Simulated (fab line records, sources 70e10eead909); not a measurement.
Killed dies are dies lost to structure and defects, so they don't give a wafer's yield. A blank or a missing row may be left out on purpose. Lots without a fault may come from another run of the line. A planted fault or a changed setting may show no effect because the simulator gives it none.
fab line records | flow nand_harc | part 2 of 2: steps 22 to 33 of 33
record lots=5 wafers=15 last_day=33
route steps=1302 shown A_CHANNEL_HOLE_D2@608 A_CHANNEL_FILL_D2@610 A_STAIRCASE@639
lots that met no fault: from a run of the same line without faults
start_h: hours from the record's first day to the start of the lot's first wafer shown | wait_h: hours since the lot's step before | " the same as in the row above | L1.1+2: a row that stands for several wafers | - no value, or no start given | * or withheld: withheld | < > ~ a bound
route shown NAME@n: a module of which the file shows steps, and the number in the route of the first | usual: mean/standard deviation of fault-free wafers | same: alike in all rows | chamber/n: place in a boat | sites: the reading at each site | _std_site: their standard deviation | _edge_site: outer sites' mean less inner sites' | radius_mm: how far each site lies from the wafer's centre | mask NAME#n: copy n | behind: the tool/chamber that last shaped the wafer | hold: why the lot was held/for how many hours/how that ended | device: the transistor (n, p or np) that didn't switch | end of line: the same wafers' tests at the end of the route | a step without rows: its recipe alone | killed: dies lost to structure and defects at the first sort, not the wafer's yield | map: a wafer's dies, x killed, . not, _ none there
set.NAME: the setting as run; set.NAME@STEP: as run at that earlier step | model.NAME: the simulator's own value behind a step, which no gauge read
lots at some steps of the route; a table a step, a row a wafer
services: from which hour (start_h, from the record's first day; less than 0 if before it) a tool's chamber was out of use, for how many hours, and why
## steps
# step NHARC_A_CHANNEL_FILL_D2_STRIP_29
# recipe time_s=20 o2_flow_sccm=500 ar_flow_sccm=0 bias_w=0 chemistry=O2
# usual drypump_motor_current_A=5.6/0.45 oes_product_au=1.000/0.0082 rf_vpp_V=57.9/0.86 showerhead_plenum_p_Torr=3.56/0.14 throttle_valve_pct=17.036/0.0094
# columns lot.wafer tool chamber start_h wait_h drypump_motor_current_A oes_product_au rf_hours_counter_h rf_vpp_V showerhead_plenum_p_Torr throttle_valve_pct
L078.4 rie_diel-13 1 - - 5.5 1.009 1.0 59.0 3.75 17.030
L078.3 " 3 " " 5.8 1.014 1.2 58.8 3.74 17.026
L078.5 " 2 " " 5.1 1.016 - 58.5 3.46 17.029
L080.1 rie_diel-13 2 390.54 0.2 5.1 1.008 1.5 57.9 3.46 17.045
L080.6 " 2 " " 5.1 1.001 - 56.9 3.46 17.033
L080.4 " 1 " " 5.4 1.003 - 57.2 3.75 17.040
L082.1 rie_diel-06 1 - - 5.9 0.996 2.7 58.8 3.57 17.048
L082.2 " 3 " " 4.6 0.993 2.2 57.8 3.54 17.029
L082.6 " 1 " " 6.0 1.000 - 58.3 3.57 17.033
L083.1 rie_diel-06 0 - - 6.2 1.003 2.6 58.1 3.72 17.034
L083.2 " 1 " " 6.0 1.000 2.8 57.9 3.57 17.045
L083.5 " 2 " " 5.5 0.990 - 58.0 3.32 17.034
L097.3 rie_diel-06 0 - - 6.2 0.996 2.1 58.9 3.72 17.045
L097.1 " 2 " " 5.5 0.996 2.1 58.4 3.31 17.037
L097.5 " 0 " " 6.2 1.001 - 59.2 3.72 17.028
# step NHARC_A_CHANNEL_FILL_D2_PRECLEAN_30
# recipe time_s=30 chemistry=dHF
# columns lot.wafer tool chamber start_h wait_h
L078.4+3+5 wet_bench-07 6,7,0 386.56 -
L080.4+1+6 wet_bench-02 6,0,1 390.65 -
L082.6+1+2 wet_bench-07 3,4,5 420.20 -
L083.1+5+2 wet_bench-03 4,5,0 429.29 -
L097.3+5+1 wet_bench-03 7,0,1 559.50 -
# step NHARC_A_CHANNEL_FILL_D2_SRD_31
# columns lot.wafer tool chamber start_h wait_h
L078.4+3+5 wet_bench-07 6,7,0 386.59 0.0
L080.4+1+6 wet_bench-02 6,0,1 390.67 0.0
L082.6+1+2 wet_bench-07 3,4,5 420.22 0.0
L083.1+5+2 wet_bench-03 4,5,0 429.32 0.0
L097.3+5+1 wet_bench-03 7,0,1 559.52 0.0
# step NHARC_A_CHANNEL_FILL_D2_CVD_09
# recipe target_thk_a=1500 temp_c=620 pressure_mtorr=200 time_s=3000 material=poly-Si
# usual spike_tc_bottom_C=642.0/1.5 spike_tc_upper_C=619.6/1.1 zone_power_upper_pct=8.2/0.61
# columns lot.wafer tool chamber start_h wait_h spike_tc_bottom_C spike_tc_upper_C zone_power_upper_pct
L078.3 lpcvd_poly-02 0 388.86 2.3 641.5 619.5 8.0
L078.4 " 0 " " 642.5 618.3 8.2
L078.5 " 0 " " 642.5 620.7 8.0
L080.1 lpcvd_poly-04 0 393.02 2.3 642.3 618.8 7.6
L080.4 " 0 " " 644.9 620.1 7.6
L080.6 " 0 " " 642.5 619.9 7.6
L082.1 lpcvd_poly-02 0 422.50 2.3 641.9 619.0 8.0
L082.2 " 0 " " 641.4 618.6 8.2
L082.6 " 0 " " 638.7 619.0 7.9
L083.1 lpcvd_poly-02 0 431.59 2.3 640.5 617.8 7.9
L083.2 " 0 " " 640.3 619.1 8.2
L083.5 " 0 " " 641.2 619.2 8.1
L097.1 lpcvd_poly-02 0 561.79 2.3 640.5 619.3 8.1
L097.3 " 0 " " 642.6 618.1 8.1
L097.5 " 0 " " 642.5 618.3 8.1
# step NHARC_A_CHANNEL_FILL_D2_CMP_10
# recipe target_thk_nm=150
# usual motor_current_A=12.0/1.2 time_to_endpoint_s=15.7/2
# columns lot.wafer tool chamber start_h wait_h motor_current_A time_to_endpoint_s
L078.3 cmp-04 1 392.03 0.4 11.8 14.7
L078.4 " 3 " " 10.2 11.3
L078.5 " 1 " " 11.8 13.6
L080.1 cmp-04 0 396.20 0.4 11.7 11.9
L080.4 " 1 " " 12.2 14.2
L080.6 " 2 " " 9.7 11.5
L082.2 cmp-03 1 425.73 0.4 11.7 13.8
L082.1 " 2 " " 10.8 14.3
L082.6 " 0 " " 12.2 12.8
L083.1 cmp-04 3 434.78 0.4 10.3 12.2
L083.2 " 0 " " 12.4 15.9
L083.5 " 3 " " 10.5 11.1
L097.1 cmp-03 3 565.00 0.4 12.6 12.8
L097.3 " 0 " " 12.0 12.4
L097.5 " 3 " " 12.4 14.0
# step NHARC_A_CHANNEL_FILL_D2_SRD_12
# columns lot.wafer tool chamber start_h wait_h
L078.5+4+3 wet_bench-07 2,4,5 392.33 0.0
L080.6+1+4 wet_bench-02 4,0,1 396.45 0.0
L082.2+6+1 wet_bench-07 3,4,5 425.99 0.1
L083.2+1+5 wet_bench-02 7,2,3 435.05 0.0
L097.3+1+5 wet_bench-07 4,6,7 565.30 0.0
# step NHARC_A_CHANNEL_FILL_D2_RTA_24
# recipe temp_c=1000 time_s=5
# usual lamp_power_pct=29/4.6 lamp_zone_1_pct=29/4.6 wafer_temp_C_max=1004.6/1
# columns lot.wafer tool chamber start_h wait_h lamp_power_pct lamp_zone_1_pct wafer_temp_C_max
L078.3 rtp_anneal-01 0 392.51 0.1 33 33 1003.1
L078.4 " 0 " " 33 33 1005.4
L078.5 " 0 " " 33 33 1004.5
L080.1 rtp_anneal-01 0 396.84 0.3 33 33 1004.5
L080.4 " 0 " " 33 33 1004.3
L080.6 " 0 " " 33 33 1003.5
L082.1 rtp_anneal-01 0 426.10 0.0 33 33 1004.2
L082.2 " 0 " " 33 33 1003.6
L082.6 " 0 " " 33 33 1004.0
L083.1 rtp_anneal-02 0 435.17 0.0 24 24 1006.7
L083.2 " 0 " " 24 24 1005.4
L083.5 " 0 " " 24 24 1004.7
L097.1 rtp_anneal-01 0 565.42 0.0 33 33 1004.3
L097.3 " 0 " " 33 33 1003.9
L097.5 " 0 " " 33 33 1004.3
# step NHARC_A_CHANNEL_FILL_D2_INSPECT_13
# usual raw_defect_count=367/130
# columns lot.wafer tool chamber start_h wait_h raw_defect_count
L078.3 defect_inspect-02 - 392.65 0.1 304
L078.4 " - " " 265
L078.5 " - " " 223
L080.1 defect_inspect-02 - 397.21 0.3 228
L080.4 " - " " 314
L080.6 " - " " 289
L082.1 defect_inspect-02 - 426.30 0.2 382
L082.2 " - " " 372
L082.6 " - " " 425
L083.1 defect_inspect-02 - 435.37 0.2 505
L083.2 " - " " 423
L083.5 " - " " 307
L097.1 defect_inspect-01 - 565.61 0.2 236
L097.3 " - " " 359
L097.5 " - " " 355
# step NHARC_A_STAIRCASE_DEP_156
# recipe target_thk_a=500 temp_c=400 target_thk_nm=50 flow_sccm=200 rf_w=450 material=SiNx
# usual heater_power_outer_w=399/57 heater_power_w=676/89
# columns lot.wafer tool chamber start_h wait_h heater_power_outer_w heater_power_w
L078.3 pecvd-02 2 392.77 0.1 347 580
L078.5 " 0 " " 492 822
L078.4 " 1 " " 378 699
L080.1 pecvd-02 0 397.27 0.1 428 744
L080.4 " 1 " " 389 694
L080.6 " 2 " " 311 547
L082.1 pecvd-03 1 426.36 0.1 332 574
L082.2 " 2 " " 403 656
L082.6 " 0 " " 439 720
L083.1 pecvd-04 0 435.47 0.1 377 630
L083.2 " 1 " " 400 680
L083.5 " 1 " " 396 697
L097.1 pecvd-03 1 565.68 0.1 390 667
L097.3 " 0 " " 437 751
L097.5 " 2 " " 457 749
# step NHARC_A_STAIRCASE_DEHYDRATE_158
# recipe temp_c=150 time_s=120
# columns lot.wafer tool chamber start_h wait_h
L078.3+4+5 litho_track-05 0 392.99 0.2
L080.1+4+6 litho_track-07 0 397.55 0.2
L082.1+2+6 litho_track-05 0 426.64 0.2
L083.1+2+5 litho_track-05 0 435.71 0.2
L097.1+3+5 litho_track-07 0 565.95 0.2
# step NHARC_A_STAIRCASE_HMDS_159
# recipe time_s=30
# columns lot.wafer tool chamber start_h wait_h
L078.3+4+5 litho_track-05 0 - -
L080.1+4+6 litho_track-07 0 - -
L082.1+2+6 litho_track-05 0 - -
L083.1+2+5 litho_track-05 0 - -
L097.1+3+5 litho_track-07 0 - -
# step NHARC_A_STAIRCASE_COAT_160
# recipe spin_rpm=1200
# usual spin_speed_rpm=1200.1/0.82
# columns lot.wafer tool chamber start_h wait_h spin_speed_rpm
L078.3 litho_track-05 0 - - 1199.3
L078.4 " 0 " " 1201.5
L078.5 " 0 " " 1200.7
L080.1 litho_track-07 0 - - 1199.9
L080.4 " 0 " " 1198.8
L080.6 " 0 " " 1199.9
L082.1 litho_track-05 0 - - 1200.0
L082.2 " 0 " " 1199.9
L082.6 " 0 " " 1200.1
L083.1 litho_track-05 0 - - 1199.5
L083.2 " 0 " " 1200.7
L083.5 " 0 " " 1199.9
L097.1 litho_track-07 0 - - 1200.9
L097.3 " 0 " " 1201.5
L097.5 " 0 " " 1198.8
## services
# columns tool chamber start_h hours kind
ald_hk-01 - 322.13 2.1 repair
rie_diel-13 - 342.00 9.0 pm
ald_hk-04 - 366.28 2.0 repair
rtp_anneal-01 - 372.11 12.0 pm
wet_bench-03 - 386.40 8.0 pm
rie_diel-13 0 388.47 21.6 repair
ald_hk-03 - 394.74 10.0 pm
rie_diel-06 3 402.09 3.4 repair
ald_sin_batch-01 - 404.89 12.8 repair
cmp-04 - 406.15 4.0 pm
wet_bench-02 - 420.09 8.0 pm
litho_track-07 - 426.02 7.0 pm
ald_hk-04 - 432.14 10.0 pm
ald_sin_batch-02 - 439.54 3.1 repair
wet_bench-07 - 451.22 8.0 pm
litho_track-05 - 474.00 7.0 pm
ald_hk-01 - 477.92 10.0 pm
rie_diel-06 - 484.21 9.0 pm
ald_sin_batch-01 - 506.00 26.0 pm
rie_diel-13 - 519.00 9.0 pm
wet_bench-03 - 536.66 8.6 repair
rie_diel-06 2 547.28 3.2 repair
rie_diel-13 3 552.74 7.6 repair
wet_bench-03 - 562.40 8.0 pm
